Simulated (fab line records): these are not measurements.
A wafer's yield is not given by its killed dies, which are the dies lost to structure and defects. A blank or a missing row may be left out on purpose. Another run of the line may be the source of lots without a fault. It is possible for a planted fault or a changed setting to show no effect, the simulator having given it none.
Split-lot study	flow n5 finfet	7 lots, 39 wafers read, on a route of 1938 steps

== ABOUT THE SPLIT ==
At N5_SD_EPI_P_EPI_21 (deposits SiGe:B, time 355 s), the setting epi growth time s was moved away from the recipe's 355 s on 12 of the 39 wafers read, by -47.9% to +54.4%. This setting was run at the recipe's value on the other wafers.

The reading comes from the split's own step.

== THE READING ==
SiGe-B_of_SD_EPI_P_EPI_21.thk nm (the simulator's own value, which no gauge read), in nm, at N5_SD_EPI_P_EPI_21 (deposits SiGe:B, time 355 s). The file gives no usual value for it. Average 61.4 nm, standard deviation 0.86 nm, over the 27 wafers here run with the recipe.

wafer	tool, chamber at the split	epi growth time s as run, s	against the recipe	SiGe-B_of_SD_EPI_P_EPI_21.thk nm, nm	against lot-mates on the recipe
L076.1	epi rpcvd-02, 0	355	recipe	62.2	-
L076.5	epi rpcvd-02, 0	355	recipe	62.2	-
L076.6	epi rpcvd-02, 0	355	recipe	62.2	-
L076.2	epi rpcvd-02, 0	355	recipe	62.6	-
L076.3	epi rpcvd-02, 0	355	recipe	63	-
L076.4	epi rpcvd-02, 0	355	recipe	62	-
L078.1	epi rpcvd-03, 0	292.3	-17.7%	54	-7.1
L078.2	epi rpcvd-03, 0	292.3	-17.7%	54	-7.1
L078.3	epi rpcvd-03, 0	292.3	-17.7%	53.8	-7.3
L078.4	epi rpcvd-03, 0	355	recipe	60.8	-
L078.5	epi rpcvd-03, 0	355	recipe	60.4	-
L078.6	epi rpcvd-03, 0	355	recipe	62	-
L079.1	epi rpcvd-02, 0	355	recipe	61.8	-
L079.2	epi rpcvd-02, 0	489	+37.7%	75.8	+14.0
L079.3	epi rpcvd-02, 0	355	recipe	62	-
L079.4	epi rpcvd-02, 0	489	+37.7%	76	+14.2
L079.5	epi rpcvd-02, 0	489	+37.7%	78	+16.2
L079.6	epi rpcvd-02, 0	355	recipe	61.6	-
L081.3	epi rpcvd-03, 0	355	recipe	62.6	-
L081.4	epi rpcvd-03, 0	355	recipe	61.8	-
L081.5	epi rpcvd-03, 0	355	recipe	61.6	-
L089.1	epi rpcvd-01, 0	355	recipe	61.8	-
L089.2	epi rpcvd-01, 0	355	recipe	61.8	-
L089.3	epi rpcvd-01, 0	355	recipe	61.6	-
L089.4	epi rpcvd-01, 0	355	recipe	61.2	-
L089.5	epi rpcvd-01, 0	355	recipe	61.4	-
L089.6	epi rpcvd-01, 0	355	recipe	61	-
L095.1	epi rpcvd-03, 0	185	-47.9%	34	-26.0
L095.2	epi rpcvd-03, 0	355	recipe	60.6	-
L095.3	epi rpcvd-03, 0	185	-47.9%	33.4	-26.6
L095.4	epi rpcvd-03, 0	185	-47.9%	33.8	-26.2
L095.5	epi rpcvd-03, 0	355	recipe	59.8	-
L095.6	epi rpcvd-03, 0	355	recipe	59.6	-
L096.1	epi rpcvd-01, 0	548.2	+54.4%	82.6	+22.1
L096.2	epi rpcvd-01, 0	548.2	+54.4%	82.4	+21.9
L096.3	epi rpcvd-01, 0	355	recipe	60.4	-
L096.4	epi rpcvd-01, 0	548.2	+54.4%	82.2	+21.7
L096.5	epi rpcvd-01, 0	355	recipe	60.2	-
L096.6	epi rpcvd-01, 0	355	recipe	60.8	-

THE FIT
A straight line over all 39 wafers: SiGe-B_of_SD_EPI_P_EPI_21.thk nm changes by +0.457 nm for each +1% of epi growth time s; r = +0.98; the points scatter about the line by 2.1 nm.
The same after taking each lot's own level away (the mean of its wafers on the recipe; 39 wafers): +0.451 nm for each +1%; r = +0.99; scatter 1.6 nm.
According to that fit, moving epi growth time s by its largest amount changes the reading by 25 nm.
Across the lots, their own levels run from 60.00 to 62.37 nm, a range of 2.8 times the standard deviation given above.
The two slopes are in agreement: the lot-to-lot level therefore moves the slope only a little.
Check: +24.2 nm against its lot-mates is what the line predicts for one of the wafers moved furthest among these (+54.4%) when that wafer is left out of the fit. It came out at +22.1 nm against them.

== OTHER SPLITS ON THESE WAFERS ==
Before the reading, these wafers also passed through other splits. Each is held against what the fit with the lots' levels taken away leaves over:
other split on the same wafers	wafers away from the commonest value	r with SiGe-B_of_SD_EPI_P_EPI_21.thk nm (lot level and that fit taken away)
N5_PMOS_HMC_CHANNEL_EPI_DEVELOP_08 develop time s	18	+0.09
N5_SD_EPI_N_ETCH_16 target depth a	9	+0.04

== THE WHOLE CHAIN: every reading that the file lists as answering this split, in the file's order ==
step	what it does	reading	change (the file's fit)	r (the file's)
N5_SD_EPI_P_EPI_21	deposits SiGe:B, time 355 s	SiGe-B_of_SD_EPI_P_EPI_21.thk nm (the simulator's own value, which no gauge read)	+0.449 nm for each +1% of the setting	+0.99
N5_SD_EPI_P_EPI_MEAS_23		thk nm	withheld for each +1% of the setting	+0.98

== FILE'S OWN FIT ==
SiGe-B_of_SD_EPI_P_EPI_21.thk nm changes by +0.449 nm for each +1% of epi growth time s, r = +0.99.
